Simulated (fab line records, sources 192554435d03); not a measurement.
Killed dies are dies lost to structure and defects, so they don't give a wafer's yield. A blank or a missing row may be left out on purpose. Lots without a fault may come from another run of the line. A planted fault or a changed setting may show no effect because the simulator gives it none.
Chamber matching | flow n5_finfet | N5_BEOL_M8_CURE_75 on uv_cure-01: 3 sister chambers
The step cures SiCOH lowk, time 120 s. 3 wafers are shown with their chamber, then 11 later ones without.

WAFERS WITH THEIR CHAMBER
wafer  | chamber | wafer_temp_C_max
L076.6 | 1       | 373.2
L082.6 | 2       | 371.9
L089.4 | 0       | 371.8

WAFERS WITHOUT THEIR CHAMBER
wafer  | wafer_temp_C_max
L089.5 | 372.1
L089.6 | 372.4
L090.1 | 372.8
L090.3 | 373.3
L090.5 | 372.1
L090.2 | 373.9
L090.4 | 373.0
L090.6 | 372.7
L094.1 | 372.5
L094.5 | 372.4
L094.6 | 373.3

WHICH CHAMBER EACH WENT THROUGH
wafer  | from the rows above          | in truth
L089.5 | can't be placed: 2 or 0      | 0
L089.6 | can't be placed: 2 or 0 or 1 | 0
L090.1 | can't be placed: 1 or 2 or 0 | 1
L090.3 | 1                            | 1
L090.5 | can't be placed: 2 or 0      | 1
L090.2 | 1                            | 1
L090.4 | 1                            | 1
L090.6 | can't be placed: 1 or 2 or 0 | 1
L094.1 | can't be placed: 2 or 0 or 1 | 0
L094.5 | can't be placed: 2 or 0 or 1 | 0
L094.6 | 1                            | 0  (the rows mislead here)
Placed correctly: 3 of 11. Can't be placed from these rows: 7 (the true chamber is among the candidates in 6). Placed wrongly: 1.
How it was worked out, from the rows above alone: a wafer's distance from a chamber is the root of the sum, over the readings, of the square of ((its reading less the chamber's mean) divided by the reading's scatter). The wafer belongs to the nearest chamber; if the next one is less than 2 further off, it can't be placed. A chamber's mean is the mean of its shown wafers. The scatter: with one shown wafer a chamber, the root of the mean of the squares of how far each hidden wafer lies from its nearest shown one.
